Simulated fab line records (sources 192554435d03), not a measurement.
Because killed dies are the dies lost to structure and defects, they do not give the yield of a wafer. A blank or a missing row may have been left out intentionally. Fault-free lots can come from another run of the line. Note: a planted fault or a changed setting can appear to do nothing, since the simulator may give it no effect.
Lot-split experiment | flow n5 finfet | 21 wafers read from 7 lots, route of 1938 steps

## THE SPLIT ITSELF
At N5_BEOL_M11_ALD_74 (deposits TaN, target thk 2 nm, pulse time 2 s, purge time 3 s), the setting ald cycles was moved away from the recipe's 40 on 7 of the 21 wafers read, by -15.0% to +17.5%. All remaining wafers had this setting at the recipe value.

The split's own step is where the reading is taken.

## THE READING
TaN_of_BEOL_M11_ALD_74.thk nm (the simulator's own value, which no gauge read), in nm, at N5_BEOL_M11_ALD_74 (deposits TaN, target thk 2 nm, pulse time 2 s, purge time 3 s). No usual value for it is given in the file.

wafer  | tool, chamber at the split | ald cycles as run | against the recipe | TaN_of_BEOL_M11_ALD_74.thk nm, nm | against lot-mates on the recipe
L075.1 | ald metal-04, 3,1,0        | 40                | recipe             | 2                                 | -
L075.2 | ald metal-04, 3,1,0        | 40                | recipe             | 2                                 | -
L075.4 | ald metal-04, 3,1,0        | 40                | recipe             | 2                                 | -
L079.3 | ald metal-01, 2            | 34                | -15.0%             | 1.8                               | -0.2
L079.4 | ald metal-01, 0            | 34                | -15.0%             | 1.6                               | -0.4
L079.5 | ald metal-01, 0            | 40                | recipe             | 2                                 | -
L086.2 | ald metal-01, 0,1          | 47                | +17.5%             | 2.4                               | +0.4
L086.6 | ald metal-01, 0,1          | 47                | +17.5%             | 2.4                               | +0.4
L086.4 | ald metal-01, 1            | 40                | recipe             | 2                                 | -
L087.3 | ald metal-01, 1,1,2        | 40                | recipe             | 2                                 | -
L087.5 | ald metal-01, 1,1,2        | 40                | recipe             | 2                                 | -
L087.6 | ald metal-01, 1,1,2        | 40                | recipe             | 2                                 | -
L091.2 | ald metal-04, 1,3          | 45                | +12.5%             | 2.2                               | +0.2
L091.3 | ald metal-04, 1,3          | 45                | +12.5%             | 2.2                               | +0.2
L091.4 | ald metal-04, 2            | 40                | recipe             | 2                                 | -
L096.3 | ald metal-03, 3,2,1        | 40                | recipe             | 2                                 | -
L096.4 | ald metal-03, 3,2,1        | 40                | recipe             | 2                                 | -
L096.5 | ald metal-03, 3,2,1        | 40                | recipe             | 2                                 | -
L095.1 | ald metal-04, 0            | 34                | -15.0%             | 1.6                               | -0.4
L095.4 | ald metal-04, 0,1          | 40                | recipe             | 2                                 | -
L095.5 | ald metal-04, 0,1          | 40                | recipe             | 2                                 | -
Where a row lists several chambers, the file gives one row for several wafers and doesn't say which wafer went through which chamber.

FIT RESULTS
A straight line over all 21 wafers: TaN_of_BEOL_M11_ALD_74.thk nm changes by +0.0213 nm for each +1% of ald cycles; r = +0.98; the points scatter about the line by 0.044 nm.
The same after taking each lot's own level away (the mean of its wafers on the recipe; 21 wafers): +0.0213 nm for each +1%; r = +0.98; scatter 0.044 nm.
On that fit, the largest move of ald cycles shifts the reading by 0.37 nm.
The lots' own levels span 2.00 to 2.00 nm.
The two slopes agree, so the slope changes little with the lot-to-lot level.
Check: with one of the wafers moved furthest among these (+17.5%) left out of the fit, the line predicts +0.358 nm for it against its lot-mates. Against them it came out at +0.4 nm.

## OTHER SPLITS APPLIED TO THESE WAFERS
Before the reading, these wafers also passed through other splits. Each is held against what the fit with the lots' levels taken away leaves over:
other split on the same wafers | wafers away from the commonest value | r with TaN_of_BEOL_M11_ALD_74.thk nm (lot level and that fit taken away)
N5_BEOL_M10_PECVD_70 time s    | 7                                    | -0.28
N5_BEOL_M10_COAT_59 temp c     | 7                                    | -0.12
N5_BEOL_M11_ILD_DEP_00 time s  | 7                                    | +0.29
N5_BEOL_M11_ETCH_41 time s     | 5                                    | -0.28

## FILE'S OWN FIT
TaN_of_BEOL_M11_ALD_74.thk nm changes by +0.0219 nm for each +1% of ald cycles, r = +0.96.
